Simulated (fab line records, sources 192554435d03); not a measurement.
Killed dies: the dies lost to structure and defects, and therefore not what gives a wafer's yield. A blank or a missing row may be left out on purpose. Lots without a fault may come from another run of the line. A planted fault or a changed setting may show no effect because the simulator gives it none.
fab line records | flow n5-finfet
record lots=7 wafers=21
route steps=1938 shown WELL_APT@24 FIN_SAQP@94 DUMMY_GATE@228 SD_EPI_N@288 SD_EPI_P@295 SD_ACTIVATION@330 SDB@360
start-h: start of the lot's first displayed wafer, in hours after the record's first day | wait-h: how many hours have passed since the lot's step before this one | " unchanged from the row above | L1.1+2: a single row standing in for several wafers | - no value present, or no start provided | * or withheld: withheld | < > ~ a bound
route shown NAME@n: names a module that has steps shown in the file, with the first one's number in the route | usual: mean/standard deviation taken from wafers without a fault | same: alike in all rows | chamber/n: place in a boat | sites: per-site readings | _std_site: the standard deviation of these | _edge_site: inner sites' mean taken away from outer sites' mean | radius-mm: for every site, how far away it sits from the centre of the wafer | mask NAME#n: copy n | behind: the most recent tool/chamber to have shaped the wafer | hold: reason for holding the lot/hours on hold/outcome of the hold | device: transistor that didn't switch, given as n, p or np | end of line: the same wafers' tests at the end of the route | a step with no rows: only its recipe | killed: dies that structure and defects cost at the first sort, which is not the same as the wafer's yield | map: dies across one wafer; x = killed, . = not, _ = none there
set.NAME: the run value of the setting; set.NAME@STEP: its run value at that earlier step | model.NAME: the simulator's own value behind a step, which no gauge read
lots where settings were altered on purpose, with a table for each step and a row for each wafer
## steps
# step N5_WELL_APT_EXPOSE_05
# recipe mask-id=NWELL na=0.8 source-shape=conventional sigma-outer=0.8 polarization=unpolarized defocus-nm=0 target-cd-nm=200 dose-mj=20.3
# columns lot.wafer tool chamber start-h wait-h mask set.dose-mj
L075.2 krf-scanner-01 0 19.53 - NWELL#0 19.62
L075.3+6 " 0 " " NWELL#0 20.3
L083.1+4+5 krf-scanner-02 0 67.51 - NWELL#0 20.3
L086.3+5 krf-scanner-02 0 85.52 - NWELL#0 20.3
L086.6 " 0 " " NWELL#0 19.79
L087.2+6 krf-scanner-01 0 91.56 - NWELL#0 19.03
L087.3 " 0 " " NWELL#0 20.3
L091.2+3 krf-scanner-02 0 115.92 - NWELL#0 19.06
L091.5 " 0 " " NWELL#0 20.3
L093.2+5 krf-scanner-01 0 127.67 - NWELL#0 20.96
L093.6 " 0 " " NWELL#0 20.3
L095.2+3+6 krf-scanner-02 0 139.53 - NWELL#0 20.3
# step N5_WELL_APT_DEVELOP_07
# recipe develop-time-s=45 rinse-liquid=surfactant-rinse dry=air-spin dev-temp-c=21
# columns lot.wafer tool chamber start-h wait-h set.develop-time-s
L075.2+6 litho-track-04 0 - - 53.31
L075.3 " 0 " " 45
L083.1+4 litho-track-01 0 - - 45
L083.5 " 0 " " 54.37
L086.3+6 litho-track-04 0 - - 45
L086.5 " 0 " " 42.2
L087.2+3+6 litho-track-03 0 - - 45
L091.2 litho-track-04 0 - - 45
L091.3+5 " 0 " " 40.21
L093.2+6 litho-track-01 0 - - 54.48
L093.5 " 0 " " 45
L095.2+3+6 litho-track-01 0 - - 45
# step N5_WELL_APT_HARDBAKE_12
# recipe temp-c=130 time-s=120
# step N5_WELL_APT_CD_MEAS_08
# recipe target-cd-nm=200 landing-energy-ev=500 detector=se-inlens
# usual cd-nm=199.5/1.4
# columns lot.wafer tool chamber start-h wait-h set.dose-mj@WELL_APT_EXPOSE_05 cd-nm
L075.2 cd-sem-03 0 19.69 - 19.62 194.8
L075.3 " 0 " " 20.3 201.5
L075.6 " 0 " " 20.3 199.3
L083.1 cd-sem-02 0 67.68 - 20.3 196.6
L083.4 " 0 " " 20.3 198.8
L083.5 " 0 " " 20.3 200.3
L086.3 cd-sem-01 0 85.69 - 20.3 199.0
L086.5 " 0 " " 20.3 199.7
L086.6 " 0 " " 19.79 196.7
L087.2 cd-sem-01 0 91.73 - 19.03 187.7
L087.3 " 0 " " 20.3 200.5
L087.6 " 0 " " 19.03 191.0
L091.2 cd-sem-01 0 116.09 - 19.06 189.4
L091.3 " 0 " " 19.06 189.7
L091.5 " 0 " " 20.3 200.6
L093.2 cd-sem-01 0 127.83 - 20.96 204.3
L093.5 " 0 " " 20.96 203.1
L093.6 " 0 " " 20.3 197.9
L095.2 cd-sem-03 0 139.69 - 20.3 199.4
L095.3 " 0 " " 20.3 200.9
L095.6 " 0 " " 20.3 199.4
# step N5_WELL_APT_DESCUM_13
# recipe chemistry=O2 time-s=7.9 source-power-w=50 bias-power-w=20 pressure-mtorr=20 rf-frequency-hz=2.712e+07 temp-c=40 o2-flow-sccm=225
# columns lot.wafer tool chamber start-h wait-h set.dose-mj@WELL_APT_EXPOSE_05 model.WELL_APT.cd-nm
L075.2 rie-diel-06 1 19.78 0.0 19.62 195
L075.3 " 0 " " 20.3 201.8
L075.6 " 1 " " 20.3 199.6
L083.1 rie-diel-02 0 67.98 0.2 20.3 196.6
L083.4 " 3 " " 20.3 199
L083.5 " 2 " " 20.3 200.2
L086.3 rie-diel-06 1 85.86 0.1 20.3 198.7
L086.5 " 3 " " 20.3 199.9
L086.6 " 0 " " 19.79 197
L087.2 rie-diel-02 0 91.82 0.0 19.03 188.1
L087.3 " 1 " " 20.3 200.7
L087.6 " 0 " " 19.03 191.2
L091.2 rie-diel-06 3 116.18 0.0 19.06 189.5
L091.3 " 2 " " 19.06 189.8
L091.5 " 0 " " 20.3 200.7
L093.2 rie-diel-03 0 128.04 0.2 20.96 204
L093.5 " 1 " " 20.96 203.4
L093.6 " 2 " " 20.3 197.5
L095.2 rie-diel-02 2 139.78 0.0 20.3 199.3
L095.3 " 1 " " 20.3 200.5
L095.6 " 1 " " 20.3 199.5
# step N5_FIN_SAQP_ALD_61
# recipe material=SiO2 target-thk-a=40 temp-c=300 ald-precursor-family=BDEAS ald-co-reactant=O2-plasma pulse-time-s=1 purge-time-s=2 co-reactant-purge-time-s=2 ald-cycles=43 pressure-torr=2
# columns lot.wafer tool chamber start-h wait-h set.temp-c model.SiO2_of_FIN_SAQP_ALD_61.thk-nm
L075.2 ald-sin-03 1 26.00 0.0 296.3 4.063
L075.3 " 3 " " 300 4.01
L075.6 " 1 " " 300 4.017
L083.1 ald-sin-03 0 74.51 0.0 300 4.001
L083.4 " 1 " " 305.7 3.98
L083.5 " 3 " " 305.7 3.965
L086.3 ald-sin-02 2 92.18 0.0 308 3.91
L086.5 " 1 " " 308 3.934
L086.6 " 0 " " 308 3.955
L087.2 ald-sin-03 1 98.67 0.5 300 4.002
L087.3 " 2 " " 292.4 4.074
L087.6 " 0 " " 300 3.943
L091.2 ald-sin-02 2 122.83 0.0 300 3.965
L091.3 " 1 " " 293.3 4.102
L091.5 " 2 " " 300 3.977
L093.2 ald-sin-02 1 135.87 1.1 289.9 4.146
L093.5 " 2 " " 300 3.993
L093.6 " 1 " " 300 4
L095.2 ald-sin-03 1 146.40 0.0 300 3.989
L095.3 " 2 " " 300 3.993
L095.6 " 2 " " 300 3.973
# step N5_FIN_SAQP_PECVD_47
# recipe material=a-Si target-thk-a=450 temp-c=400 precursor=SiH4/He pressure-torr=3 rf-w=100 time-s=36.3
# columns lot.wafer tool chamber start-h wait-h set.time-s model.a-Si_of_FIN_SAQP_PECVD_47.thk-nm
L075.2 pecvd-04 0 26.73 0.0 31.02 37.87
L075.3 " 2 " " 31.02 37.84
L075.6 " 2 " " 36.3 45.27
L083.1 pecvd-01 0 75.18 0.0 36.3 45.06
L083.4 " 0 " " 36.3 45.63
L083.5 " 1 " " 41.39 51.85
L086.3 pecvd-04 2 92.81 0.0 36.3 44.02
L086.5 " 1 " " 31.58 38.4
L086.6 " 0 " " 36.3 45.17
L087.2 pecvd-01 1 99.21 0.0 36.3 45.53
L087.3 " 2 " " 36.3 45.27
L087.6 " 2 " " 36.3 45.55
L091.2 pecvd-03 1 123.37 0.0 36.3 43.87
L091.3 " 0 " " 36.3 43.76
L091.5 " 2 " " 36.3 45.04
L093.2 pecvd-04 0 136.41 0.0 33.86 41.03
L093.5 " 1 " " 33.86 42.45
L093.6 " 0 " " 36.3 45.62
L095.2 pecvd-03 0 146.95 0.0 36.3 43.7
L095.3 " 2 " " 36.3 45.11
L095.6 " 0 " " 36.3 44.86
# step N5_FIN_SAQP_PECVD_48
# recipe material=SiNx target-thk-a=250 temp-c=400 precursor=SiH4/NH3/N2 pressure-torr=1.5 rf-w=300 time-s=22.1
# step N5_FIN_SAQP_PECVD_06
# recipe material=a-Si target-thk-a=600 temp-c=400 precursor=SiH4/He pressure-torr=3 rf-w=100 time-s=48.1
# step N5_FIN_SAQP_ETCH_57
# recipe chemistry=CH3F/O2 target=SiNx mask-material=SiO2 target-depth-a=325 time-s=46.4 pressure-mtorr=30 source-w=395 bias-w=73 Ar_flow_sccm=150 CH3F_flow_sccm=30 O2_flow_sccm=20 ion-energy-ev=120 ends=cleared
# step N5_FIN_SAQP_ETCH_65
# recipe chemistry=CF4 target=SiO2 target-depth-a=40 ion-energy-ev=350 time-s=4.4 pressure-mtorr=10 icp-w=800 bias-w=400 cf4-flow-sccm=80
# step N5_FIN_SAQP_MANDREL_ETCH_58
# recipe chemistry=HBr/Cl2 target=a-Si target-depth-a=450 bt-time-s=10 stop-on=SiNx mask-material=SiO2 over-etch-frac=0.8 time-s=27 pressure-mtorr=10 icp-w=800 bias-w=75 HBr_flow_sccm=150 Cl2_flow_sccm=80 ends=end-point
# usual oes-product-au=0.695/0.011
# columns lot.wafer tool chamber start-h wait-h set.time-s@FIN_SAQP_PECVD_47 oes-product-au model.etch.depth-nm
L075.2 rie-si-04 0 30.99 0.0 31.02 0.632 37.87
L075.3 " 2 " " 31.02 0.632 37.84
L075.6 " 1 " " 36.3 0.711 45.27
L083.1 rie-si-04 3 78.42 0.0 36.3 0.698 45.06
L083.4 " 2 " " 36.3 0.702 45.63
L083.5 " 1 " " 41.39 0.770 51.85
L086.3 rie-si-04 0 95.71 0.0 36.3 0.685 44.02
L086.5 " 2 " " 31.58 0.646 38.4
L086.6 " 3 " " 36.3 0.697 45.17
L087.2 rie-si-06 2 102.51 0.0 36.3 0.689 45.53
L087.3 " 1 " " 36.3 0.706 45.27
L087.6 " 1 " " 36.3 0.706 45.55
L091.2 rie-si-04 2 126.34 0.0 36.3 0.682 43.87
L091.3 " 3 " " 36.3 0.690 43.76
L091.5 " 3 " " 36.3 0.705 45.04
L093.2 rie-si-06 1 140.29 0.0 33.86 0.669 41.03
L093.5 " 0 " " 33.86 0.674 42.45
L093.6 " 1 " " 36.3 0.709 45.62
L095.2 rie-si-06 0 149.92 0.0 36.3 0.670 43.7
L095.3 " 3 " " 36.3 0.682 45.11
L095.6 " 0 " " 36.3 0.686 44.86
# step N5_DUMMY_GATE_EXPOSE_12
# recipe mask-id=GATE na=0.33 source-shape=annular sigma-inner=0.2 sigma-outer=0.6 polarization=unpolarized target-cd-nm=25 dose-mj=34
# columns lot.wafer tool chamber start-h wait-h mask set.dose-mj
L075.2+6 euv-scanner-01 0 54.65 - GATE#0 34
L075.3 " 0 " " GATE#0 35.67
L083.1+4 euv-scanner-02 0 100.83 - GATE#0 34
L083.5 " 0 " " GATE#0 35.89
L086.3+5+6 euv-scanner-01 0 116.71 - GATE#0 34
L087.2+3 euv-scanner-02 0 124.60 - GATE#0 34
L087.6 " 0 " " GATE#0 31.73
L091.2+5 euv-scanner-01 0 154.04 - GATE#0 35.23
L091.3 " 0 " " GATE#0 34
L093.2+5 euv-scanner-02 0 162.27 - GATE#0 36.44
L093.6 " 0 " " GATE#0 34
L095.2+3+6 euv-scanner-02 0 181.44 - GATE#0 34
# step N5_DUMMY_GATE_PEB_13
# recipe peb-temp-c=100 peb-time-s=60 resist=CAR-EUV
# step N5_DUMMY_GATE_DEVELOP_14
# recipe develop-time-s=30 developer=TMAH resist=CAR-EUV rinse-liquid=surfactant-rinse dry=air-spin dev-temp-c=23
# step N5_DUMMY_GATE_CD_MEAS_15
# recipe target-cd-nm=25.8 landing-energy-ev=500 detector=se-inlens
# usual cd-nm=24.92/0.23
# columns lot.wafer tool chamber start-h wait-h set.dose-mj@DUMMY_GATE_EXPOSE_12 cd-nm
L075.2 cd-sem-02 0 54.77 - 34 25.10
L075.3 " 0 " " 35.67 24.28
L075.6 " 0 " " 34 24.74
L083.1 cd-sem-02 0 100.96 - 34 25.21
L083.4 " 0 " " 34 25.05
L083.5 " 0 " " 35.89 23.89
L086.3 cd-sem-02 0 116.83 - 34 24.50
L086.5 " 0 " " 34 24.90
L086.6 " 0 " " 34 25.06
L087.2 cd-sem-02 0 124.72 - 34 24.94
L087.3 " 0 " " 34 24.76
L087.6 " 0 " " 31.73 26.45
L091.2 cd-sem-03 0 154.16 - 35.23 24.19
L091.3 " 0 " " 34 24.94
L091.5 " 0 " " 35.23 24.30
L093.2 cd-sem-03 0 162.39 - 36.44 23.58
L093.5 " 0 " " 36.44 23.92
L093.6 " 0 " " 34 24.82
L095.2 cd-sem-01 0 181.56 - 34 25.09
L095.3 " 0 " " 34 24.77
L095.6 " 0 " " 34 25.21
# step N5_DUMMY_GATE_STRIP_38
# recipe chemistry=N2/H2 temp-c=40 n2-flow-sccm=200 h2-flow-sccm=200 rf-frequency-hz=6e+07
# step N5_DUMMY_GATE_STRIP_39
# recipe chemistry=N2/H2 temp-c=40 n2-flow-sccm=200 h2-flow-sccm=200 rf-frequency-hz=6e+07
# step N5_DUMMY_GATE_TRIM_49
# recipe chemistry=O2 resist=SOC time-s=29 target-cd-nm=14 source-power-w=300 bias-power-w=0 O2_flow_sccm=100 temp-c=20
# columns lot.wafer tool chamber start-h wait-h set.dose-mj@DUMMY_GATE_EXPOSE_12 model.DUMMY_GATE.cd-nm
L075.2+6 rie-si-05 0,1 55.13 0.0 34 14
L075.3 " 2 " " 35.67 13.2
L083.1 rie-si-05 0 101.32 0.0 34 14
L083.4 " 1 " " 34 14.2
L083.5 " 2 " " 35.89 13.2
L086.3 rie-si-05 3 117.18 0.0 34 13.8
L086.5 " 1 " " 34 14
L086.6 " 0 " " 34 14.2
L087.2 rie-si-05 0 125.08 0.0 34 14.4
L087.3 " 2 " " 34 14
L087.6 " 1 " " 31.73 15
L091.2 rie-si-03 0 154.52 0.0 35.23 13.2
L091.3 " 3 " " 34 13.6
L091.5 " 3 " " 35.23 13.4
L093.2 rie-si-01 0 162.75 0.0 36.44 12.8
L093.5 " 2 " " 36.44 13.4
L093.6 " 1 " " 34 14.6
L095.2 rie-si-01 2 181.94 0.0 34 13.8
L095.3 " 1 " " 34 14.6
L095.6 " 1 " " 34 14.2
# step N5_SD_EPI_N_EPI_21
# recipe material=Si:P dopant=P temp-c=680 pressure-torr=255 time-s=690
# columns lot.wafer tool chamber start-h wait-h set.time-s model.Si-P_of_SD_EPI_N_EPI_21.thk-nm
L075.2 epi-rpcvd-01 0 60.78 0.4 690 59
L075.3 " 0 " " 690 59.4
L075.6 " 0 " " 690 58.4
L083.1 epi-rpcvd-01 0 106.32 0.2 753.7 62.4
L083.4 " 0 107.44 1.2 690 57.6
L083.5 " 0 " " 753.7 61.6
L086.3 epi-rpcvd-04 0 123.05 1.2 621.5 55.6
L086.5 " 0 124.05 2.0 621.5 55.2
L086.6 " 0 " " 690 59.6
L087.2+6 epi-rpcvd-02 0 129.35 0.4 690 60.2
L087.3 " 0 " " 690 60.6
L091.2 epi-rpcvd-02 0 159.03 0.5 816.6 64.8
L091.3 " 0 " " 816.6 65.4
L091.5 " 0 " " 816.6 65.2
L093.2+5 epi-rpcvd-01 0 166.79 0.4 631.9 56.4
L093.6 " 0 167.91 1.4 690 60
L095.2+3 epi-rpcvd-02 0 186.00 0.4 690 57.4
L095.6 " 0 187.12 1.4 690 58.4
# step N5_SD_EPI_P_COAT_34
# recipe resist=SOC temp-c=250 time-s=60 spin-rpm=1500 resist-thk-nm=350
# columns lot.wafer tool chamber start-h wait-h set.spin-rpm model.SOC_of_SD_EPI_P_COAT_34.thk-nm
L075.2 litho-track-04 0 62.82 0.0 1368 366.2
L075.3+6 " 0 " " 1368 366
L083.1 litho-track-02 0 109.22 0.0 1571 343
L083.4 " 0 " " 1500 349.4
L083.5 " 0 " " 1500 350.8
L086.3 litho-track-05 0 126.07 0.0 1500 350.2
L086.5 " 0 " " 1334 371.6
L086.6 " 0 " " 1334 370.8
L087.2 litho-track-04 0 131.37 0.0 1582 339.2
L087.3 " 0 " " 1500 348.6
L087.6 " 0 " " 1582 339
L091.2+3 litho-track-04 0 161.53 0.0 1500 349.6
L091.5 " 0 " " 1500 348.4
L093.2 litho-track-04 0 168.81 0.0 1418 359.2
L093.5+6 " 0 " " 1500 349.2
L095.2 litho-track-05 0 188.02 0.0 1500 349.8
L095.3 " 0 " " 1500 350
L095.6 " 0 " " 1500 349.6
# step N5_SD_EPI_P_COAT_35
# recipe resist=SiARC temp-c=220 time-s=60 spin-rpm=1500 resist-thk-nm=35
# step N5_SD_EPI_P_COAT_03
# recipe resist=CAR-ArF-block spin-rpm=1500 resist-thk-nm=150
# step N5_SD_EPI_P_EPI_21
# recipe material=SiGe:B dopant=B temp-c=550 pressure-torr=20 ambient=H2 time-s=355
# step N5_SD_EPI_P_HM_STRIP_48
# recipe chemistry=H3PO4 temp-c=160 material=SiNx target=SiNx target-depth-a=30 overetch-fraction=0.3
# columns lot.wafer tool chamber start-h wait-h set.time-s@SD_EPI_N_EPI_21 model.Si-P_of_SD_EPI_N_EPI_21.thk-nm
L075.2 wet-bench-01 1 66.78 0.0 690 58.2
L075.3 " 7 " " 690 58.6
L075.6 " 2 " " 690 57.8
L083.1 wet-bench-01 2 113.26 0.0 753.7 61.6
L083.4 " 3 " " 690 57
L083.5 " 5 " " 753.7 61
L086.3 wet-bench-01 5 132.07 0.0 621.5 55
L086.5 " 4 " " 621.5 54.6
L086.6 " 0 " " 690 58.8
L087.2+6 wet-bench-01 6,4 135.47 0.0 690 59.6
L087.3 " 3 " " 690 60
L091.2 wet-bench-06 3 166.38 0.0 816.6 64
L091.3 " 0 " " 816.6 64.8
L091.5 " 7 " " 816.6 64.4
L093.2+5 wet-bench-01 6,1 172.85 0.0 631.9 55.8
L093.6 " 4 " " 690 59.4
L095.2 wet-bench-01 6 192.36 0.0 690 56.6
L095.3 " 7 " " 690 56.8
L095.6 " 5 " " 690 57.8
# step N5_SD_EPI_P_SRD_49
# recipe dry=ipa-marangoni time-s=30 temp-c=23 rinse-liquid=diw
# step N5_SD_EPI_P_PRECLEAN_24
# recipe chemistry=O3/DIW time-s=45 temp-c=22 o3-ppm=10
# step N5_SD_ACTIVATION_RTA_00
# recipe temp-c=975 time-s=0 ambient=N2 idle-temp-c=600 ramp-up-c-per-s=150 ramp-down-c-per-s=60 cool-to-c=600
# step N5_SD_ACTIVATION_LSA_01
# recipe temp-c=1080 time-s=0.0008 ambient=N2
# step N5_SD_ACTIVATION_RS_MEAS_03
# recipe thk-meas-gauge=four-point-probe
# usual RS_SD_N=21.8/0.34 RS_SD_P=56.2/0.91
# columns lot.wafer tool chamber start-h wait-h set.time-s@SD_EPI_N_EPI_21 RS_SD_N[ohm/sq] RS_SD_P[ohm/sq]
L075.2 film-metro-01 - 67.39 0.2 690 21.9 57.0
L075.3 " - " " 690 21.6 56.5
L075.6 " - " " 690 22.0 57.3
L083.1 film-metro-02 - 113.91 0.2 753.7 20.8 55.3
L083.4 " - " " 690 22.7 55.4
L083.5 " - " " 753.7 21.1 56.0
L086.3 film-metro-01 - 132.67 0.2 621.5 23.0 54.9
L086.5 " - " " 621.5 23.3 55.5
L086.6 " - " " 690 21.6 55.2
L087.2 film-metro-02 - 136.06 0.2 690 21.5 56.8
L087.3 " - " " 690 21.2 56.3
L087.6 " - " " 690 21.6 56.7
L091.2 film-metro-01 - 166.96 0.2 816.6 19.9 55.3
L091.3 " - " " 816.6 19.8 55.0
L091.5 " - " " 816.6 19.8 55.4
L093.2 film-metro-01 - 173.49 0.2 631.9 23.1 53.8
L093.5 " - " " 631.9 22.9 54.5
L093.6 " - " " 690 21.5 54.3
L095.2 film-metro-01 - 192.95 0.2 690 22.9 56.4
L095.3 " - " " 690 22.6 56.9
L095.6 " - " " 690 22.0 57.4
# step N5_SDB_ETCH_17
# recipe chemistry=CF4 target=SiARC target-depth-a=234 mask-material=CAR-ArF time-s=39 ion-energy-ev=80 pressure-mtorr=40 source-w=545 bias-w=36 Ar_flow_sccm=100 cf4-flow-sccm=100 ends=cleared
# usual rf-vpp-V=184.0/1.2
# columns lot.wafer tool chamber start-h wait-h set.bias-w rf-vpp-V
L075.2 rie-diel-06 1 74.87 0.0 36 181.7
L075.3 " 2 " " 36 183.8
L075.6 " 2 " " 36 183.9
L083.1 rie-diel-03 0 121.53 0.0 39.47 197.2
L083.4 " 1 " " 36 184.1
L083.5 " 3 " " 36 184.2
L086.3 rie-diel-03 1 139.89 0.0 34.02 177.5
L086.5 " 1 " " 36 183.9
L086.6 " 2 " " 36 184.6
L087.2 rie-diel-02 2 143.24 0.0 36 181.8
L087.3 " 0 " " 36 183.7
L087.6 " 1 " " 36 182.8
L091.2 rie-diel-02 1 175.04 0.0 41.36 203.0
L091.3 " 3 " " 41.36 202.2
L091.5 " 2 " " 36 182.6
L093.2 rie-diel-06 2 181.38 0.0 40.59 196.6
L093.5 " 2 " " 36 182.8
L093.6 " 3 " " 40.59 200.2
L095.2 rie-diel-02 3 200.49 0.0 36 185.0
L095.3 " 0 " " 36 184.3
L095.6 " 1 " " 36 183.9
# step N5_SDB_ETCH_18
# recipe chemistry=N2/H2 target=SOC target-depth-a=1000 overetch-a=200 mask-material=SiARC temp-c=40 time-s=150 ion-energy-ev=200 pressure-mtorr=30 source-w=840 bias-w=150 n2-flow-sccm=200 h2-flow-sccm=200
# usual rf-vpp-V=523.8/2.2
# columns lot.wafer tool chamber start-h wait-h set.source-w rf-vpp-V
L075.2 rie-diel-06 1 74.91 0.0 885.2 511.8
L075.3 " 2 " " 885.2 513.8
L075.6 " 2 " " 840 522.0
L083.1 rie-diel-03 0 121.57 0.0 990.7 498.5
L083.4 " 1 " " 990.7 496.7
L083.5 " 3 " " 840 525.6
L086.3 rie-diel-03 1 139.93 0.0 840 525.2
L086.5 " 1 " " 977.3 499.9
L086.6 " 2 " " 840 527.2
L087.2 rie-diel-02 2 143.27 0.0 790 534.4
L087.3 " 0 " " 790 535.6
L087.6 " 1 " " 840 522.3
L091.2 rie-diel-02 1 175.08 0.0 840 522.0
L091.3 " 3 " " 840 527.0
L091.5 " 2 " " 886.2 513.9
L093.2 rie-diel-06 2 181.41 0.0 768.5 537.1
L093.5 " 2 " " 840 522.0
L093.6 " 3 " " 768.5 539.7
L095.2 rie-diel-02 3 200.53 0.0 840 528.3
L095.3 " 0 " " 840 522.2
L095.6 " 1 " " 840 522.7
## key
split step=N5_WELL_APT_EXPOSE_05 setting=dose-mj stated=20.3 by=wafer
response step=N5_WELL_APT_CD_MEAS_08 reading=cd-nm change=+1.73 per=1% r=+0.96
response step=N5_WELL_APT_DESCUM_13 reading=model.WELL_APT.cd-nm change=+1.73 per=1% r=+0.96
split step=N5_WELL_APT_DEVELOP_07 setting=develop-time-s stated=45 by=wafer
response none clear
split step=N5_FIN_SAQP_ALD_61 setting=temp-c stated=300 by=wafer
response step=N5_FIN_SAQP_ALD_61 reading=model.SiO2_of_FIN_SAQP_ALD_61.thk-nm change=-0.0419 per=1% r=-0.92
split step=N5_FIN_SAQP_PECVD_47 setting=time-s stated=36.3 by=wafer
response step=N5_FIN_SAQP_PECVD_47 reading=model.a-Si_of_FIN_SAQP_PECVD_47.thk-nm change=+0.491 per=1% r=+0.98
response step=N5_FIN_SAQP_MANDREL_ETCH_58 reading=oes-product-au change=+0.00479 per=1% r=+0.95
response step=N5_FIN_SAQP_MANDREL_ETCH_58 reading=model.etch.depth-nm change=+0.491 per=1% r=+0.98
split step=N5_DUMMY_GATE_EXPOSE_12 setting=dose-mj stated=34 by=wafer
response step=N5_DUMMY_GATE_CD_MEAS_15 reading=cd-nm change=-0.188 per=1% r=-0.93
response step=N5_DUMMY_GATE_TRIM_49 reading=model.DUMMY_GATE.cd-nm change=-0.159 per=1% r=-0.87
split step=N5_SD_EPI_N_EPI_21 setting=time-s stated=690 by=wafer
response step=N5_SD_EPI_N_EPI_21 reading=model.Si-P_of_SD_EPI_N_EPI_21.thk-nm change=+0.442 per=1% r=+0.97
response step=N5_SD_EPI_P_HM_STRIP_48 reading=model.Si-P_of_SD_EPI_N_EPI_21.thk-nm change=+0.431 per=1% r=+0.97
response step=N5_SD_ACTIVATION_RS_MEAS_03 reading=RS_SD_N change=-0.173 per=1% r=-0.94
split step=N5_SD_EPI_P_COAT_34 setting=spin-rpm stated=1500 by=wafer
response step=N5_SD_EPI_P_COAT_34 reading=model.SOC_of_SD_EPI_P_COAT_34.thk-nm change=-1.82 per=1% r=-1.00
split step=N5_SDB_ETCH_17 setting=bias-w stated=36 by=wafer
response step=N5_SDB_ETCH_17 reading=rf-vpp-V change=+1.3 per=1% r=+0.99
split step=N5_SDB_ETCH_18 setting=source-w stated=840 by=wafer
response step=N5_SDB_ETCH_18 reading=rf-vpp-V change=-1.66 per=1% r=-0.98
